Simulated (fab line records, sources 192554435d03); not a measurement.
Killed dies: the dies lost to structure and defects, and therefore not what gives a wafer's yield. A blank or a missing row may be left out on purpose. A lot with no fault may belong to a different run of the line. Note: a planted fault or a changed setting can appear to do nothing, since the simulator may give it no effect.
Split-lot trial / flow n5-finfet / 7 lots, 39 wafers read, on a route of 1938 steps

ON THE SPLIT
At N5_SD_EPI_P_EPI_21 (deposits SiGe:B, time 355 s), the setting time-s was moved away from the recipe's 355 s on 12 of the 39 wafers read, by -32.3% to +38.8%. For the rest of the wafers, this setting stayed at what the recipe calls for.

Reading taken at the split's own step.

THE READING
SiGe-B_of_SD_EPI_P_EPI_21.thk-nm (the simulator's own value, which no gauge read), in nm, at N5_SD_EPI_P_EPI_21 (deposits SiGe:B, time 355 s). The file gives no usual value for it. The 27 wafers here that ran the recipe average 60.9 nm, standard deviation 0.77 nm.

wafer=L074.1; tool, chamber at the split=epi-rpcvd-03, 0; time-s as run, s=355; against the recipe=recipe; SiGe-B_of_SD_EPI_P_EPI_21.thk-nm, nm=61; against lot-mates on the recipe=-
wafer=L074.3; tool, chamber at the split=epi-rpcvd-03, 0; time-s as run, s=355; against the recipe=recipe; SiGe-B_of_SD_EPI_P_EPI_21.thk-nm, nm=61.2; against lot-mates on the recipe=-
wafer=L074.6; tool, chamber at the split=epi-rpcvd-03, 0; time-s as run, s=355; against the recipe=recipe; SiGe-B_of_SD_EPI_P_EPI_21.thk-nm, nm=60.8; against lot-mates on the recipe=-
wafer=L080.1; tool, chamber at the split=epi-rpcvd-03, 0; time-s as run, s=281.9; against the recipe=-20.6%; SiGe-B_of_SD_EPI_P_EPI_21.thk-nm, nm=52.2; against lot-mates on the recipe=-8.9
wafer=L080.2; tool, chamber at the split=epi-rpcvd-03, 0; time-s as run, s=355; against the recipe=recipe; SiGe-B_of_SD_EPI_P_EPI_21.thk-nm, nm=61.2; against lot-mates on the recipe=-
wafer=L080.3; tool, chamber at the split=epi-rpcvd-03, 0; time-s as run, s=355; against the recipe=recipe; SiGe-B_of_SD_EPI_P_EPI_21.thk-nm, nm=60.6; against lot-mates on the recipe=-
wafer=L080.4; tool, chamber at the split=epi-rpcvd-03, 0; time-s as run, s=355; against the recipe=recipe; SiGe-B_of_SD_EPI_P_EPI_21.thk-nm, nm=61.4; against lot-mates on the recipe=-
wafer=L080.5; tool, chamber at the split=epi-rpcvd-03, 0; time-s as run, s=281.9; against the recipe=-20.6%; SiGe-B_of_SD_EPI_P_EPI_21.thk-nm, nm=52.8; against lot-mates on the recipe=-8.3
wafer=L080.6; tool, chamber at the split=epi-rpcvd-03, 0; time-s as run, s=281.9; against the recipe=-20.6%; SiGe-B_of_SD_EPI_P_EPI_21.thk-nm, nm=52.8; against lot-mates on the recipe=-8.3
wafer=L082.1; tool, chamber at the split=epi-rpcvd-02, 0; time-s as run, s=240.5; against the recipe=-32.3%; SiGe-B_of_SD_EPI_P_EPI_21.thk-nm, nm=44.8; against lot-mates on the recipe=-15.9
wafer=L082.4; tool, chamber at the split=epi-rpcvd-02, 0; time-s as run, s=240.5; against the recipe=-32.3%; SiGe-B_of_SD_EPI_P_EPI_21.thk-nm, nm=44.8; against lot-mates on the recipe=-15.9
wafer=L082.2; tool, chamber at the split=epi-rpcvd-02, 0; time-s as run, s=355; against the recipe=recipe; SiGe-B_of_SD_EPI_P_EPI_21.thk-nm, nm=60.6; against lot-mates on the recipe=-
wafer=L082.3; tool, chamber at the split=epi-rpcvd-02, 0; time-s as run, s=240.5; against the recipe=-32.3%; SiGe-B_of_SD_EPI_P_EPI_21.thk-nm, nm=44.4; against lot-mates on the recipe=-16.3
wafer=L082.5; tool, chamber at the split=epi-rpcvd-02, 0; time-s as run, s=355; against the recipe=recipe; SiGe-B_of_SD_EPI_P_EPI_21.thk-nm, nm=61; against lot-mates on the recipe=-
wafer=L082.6; tool, chamber at the split=epi-rpcvd-02, 0; time-s as run, s=355; against the recipe=recipe; SiGe-B_of_SD_EPI_P_EPI_21.thk-nm, nm=60.4; against lot-mates on the recipe=-
wafer=L086.1; tool, chamber at the split=epi-rpcvd-04, 0; time-s as run, s=492.7; against the recipe=+38.8%; SiGe-B_of_SD_EPI_P_EPI_21.thk-nm, nm=79.2; against lot-mates on the recipe=+16.5
wafer=L086.2; tool, chamber at the split=epi-rpcvd-04, 0; time-s as run, s=355; against the recipe=recipe; SiGe-B_of_SD_EPI_P_EPI_21.thk-nm, nm=63.2; against lot-mates on the recipe=-
wafer=L086.3; tool, chamber at the split=epi-rpcvd-04, 0; time-s as run, s=355; against the recipe=recipe; SiGe-B_of_SD_EPI_P_EPI_21.thk-nm, nm=62.8; against lot-mates on the recipe=-
wafer=L086.4; tool, chamber at the split=epi-rpcvd-04, 0; time-s as run, s=492.7; against the recipe=+38.8%; SiGe-B_of_SD_EPI_P_EPI_21.thk-nm, nm=79; against lot-mates on the recipe=+16.3
wafer=L086.5; tool, chamber at the split=epi-rpcvd-04, 0; time-s as run, s=355; against the recipe=recipe; SiGe-B_of_SD_EPI_P_EPI_21.thk-nm, nm=62; against lot-mates on the recipe=-
wafer=L086.6; tool, chamber at the split=epi-rpcvd-04, 0; time-s as run, s=492.7; against the recipe=+38.8%; SiGe-B_of_SD_EPI_P_EPI_21.thk-nm, nm=79.6; against lot-mates on the recipe=+16.9
wafer=L087.1; tool, chamber at the split=epi-rpcvd-04, 0; time-s as run, s=355; against the recipe=recipe; SiGe-B_of_SD_EPI_P_EPI_21.thk-nm, nm=60.6; against lot-mates on the recipe=-
wafer=L087.2; tool, chamber at the split=epi-rpcvd-04, 0; time-s as run, s=355; against the recipe=recipe; SiGe-B_of_SD_EPI_P_EPI_21.thk-nm, nm=60.6; against lot-mates on the recipe=-
wafer=L087.4; tool, chamber at the split=epi-rpcvd-04, 0; time-s as run, s=355; against the recipe=recipe; SiGe-B_of_SD_EPI_P_EPI_21.thk-nm, nm=60.6; against lot-mates on the recipe=-
wafer=L087.6; tool, chamber at the split=epi-rpcvd-04, 0; time-s as run, s=355; against the recipe=recipe; SiGe-B_of_SD_EPI_P_EPI_21.thk-nm, nm=60.6; against lot-mates on the recipe=-
wafer=L087.3; tool, chamber at the split=epi-rpcvd-04, 0; time-s as run, s=355; against the recipe=recipe; SiGe-B_of_SD_EPI_P_EPI_21.thk-nm, nm=61; against lot-mates on the recipe=-
wafer=L087.5; tool, chamber at the split=epi-rpcvd-04, 0; time-s as run, s=355; against the recipe=recipe; SiGe-B_of_SD_EPI_P_EPI_21.thk-nm, nm=61.4; against lot-mates on the recipe=-
wafer=L095.1; tool, chamber at the split=epi-rpcvd-03, 0; time-s as run, s=355; against the recipe=recipe; SiGe-B_of_SD_EPI_P_EPI_21.thk-nm, nm=61; against lot-mates on the recipe=-
wafer=L095.2; tool, chamber at the split=epi-rpcvd-03, 0; time-s as run, s=355; against the recipe=recipe; SiGe-B_of_SD_EPI_P_EPI_21.thk-nm, nm=60.6; against lot-mates on the recipe=-
wafer=L095.3; tool, chamber at the split=epi-rpcvd-03, 0; time-s as run, s=296.1; against the recipe=-16.6%; SiGe-B_of_SD_EPI_P_EPI_21.thk-nm, nm=54.2; against lot-mates on the recipe=-6.6
wafer=L095.5; tool, chamber at the split=epi-rpcvd-03, 0; time-s as run, s=296.1; against the recipe=-16.6%; SiGe-B_of_SD_EPI_P_EPI_21.thk-nm, nm=54.2; against lot-mates on the recipe=-6.6
wafer=L095.4; tool, chamber at the split=epi-rpcvd-03, 0; time-s as run, s=296.1; against the recipe=-16.6%; SiGe-B_of_SD_EPI_P_EPI_21.thk-nm, nm=54.6; against lot-mates on the recipe=-6.2
wafer=L095.6; tool, chamber at the split=epi-rpcvd-03, 0; time-s as run, s=355; against the recipe=recipe; SiGe-B_of_SD_EPI_P_EPI_21.thk-nm, nm=60.8; against lot-mates on the recipe=-
wafer=L096.1; tool, chamber at the split=epi-rpcvd-02, 0; time-s as run, s=355; against the recipe=recipe; SiGe-B_of_SD_EPI_P_EPI_21.thk-nm, nm=60; against lot-mates on the recipe=-
wafer=L096.6; tool, chamber at the split=epi-rpcvd-02, 0; time-s as run, s=355; against the recipe=recipe; SiGe-B_of_SD_EPI_P_EPI_21.thk-nm, nm=60; against lot-mates on the recipe=-
wafer=L096.2; tool, chamber at the split=epi-rpcvd-02, 0; time-s as run, s=355; against the recipe=recipe; SiGe-B_of_SD_EPI_P_EPI_21.thk-nm, nm=60.8; against lot-mates on the recipe=-
wafer=L096.3; tool, chamber at the split=epi-rpcvd-02, 0; time-s as run, s=355; against the recipe=recipe; SiGe-B_of_SD_EPI_P_EPI_21.thk-nm, nm=59.8; against lot-mates on the recipe=-
wafer=L096.4; tool, chamber at the split=epi-rpcvd-02, 0; time-s as run, s=355; against the recipe=recipe; SiGe-B_of_SD_EPI_P_EPI_21.thk-nm, nm=59.8; against lot-mates on the recipe=-
wafer=L096.5; tool, chamber at the split=epi-rpcvd-02, 0; time-s as run, s=355; against the recipe=recipe; SiGe-B_of_SD_EPI_P_EPI_21.thk-nm, nm=60.6; against lot-mates on the recipe=-

FIT RESULTS
A straight line over all 39 wafers: SiGe-B_of_SD_EPI_P_EPI_21.thk-nm changes by +0.468 nm for each +1% of time-s; r = +0.99; the points scatter about the line by 0.89 nm.
The same after taking each lot's own level away (the mean of its wafers on the recipe; 39 wafers): +0.444 nm for each +1%; r = +1.00; scatter 0.67 nm.
On that fit, the largest move of time-s shifts the reading by 17 nm.
Across the lots, their own levels run from 60.17 to 62.67 nm, a range of 3.3 times the standard deviation given above.
So the lot-to-lot level changes the slope little: the two slopes agree.
Check: with one of the wafers moved furthest among these (+38.8%) left out of the fit, the line predicts +17.3 nm for it against its lot-mates. It came out at +16.5 nm against them.

THESE WAFERS: OTHER SPLITS
Before the reading, these wafers also passed through other splits. Each is held against what the fit with the lots' levels taken away leaves over:
other split on the same wafers=N5_ZERO_LAYER_DEVELOP_10 develop-time-s; wafers away from the commonest value=15; r with SiGe-B_of_SD_EPI_P_EPI_21.thk-nm (lot level and that fit taken away)=+0.30

THE WHOLE CHAIN: every reading that the file lists as answering this split, in the file's order
step=N5_SD_EPI_P_EPI_21; what it does=deposits SiGe:B, time 355 s; reading=SiGe-B_of_SD_EPI_P_EPI_21.thk-nm (the simulator's own value, which no gauge read); change (the file's fit)=+0.444 nm for each +1% of the setting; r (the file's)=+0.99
step=N5_SD_EPI_P_EPI_MEAS_23; what it does=; reading=thk-nm; change (the file's fit)=withheld for each +1% of the setting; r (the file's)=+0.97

THE FILE'S OWN FIT
SiGe-B_of_SD_EPI_P_EPI_21.thk-nm changes by +0.444 nm for each +1% of time-s, r = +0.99.
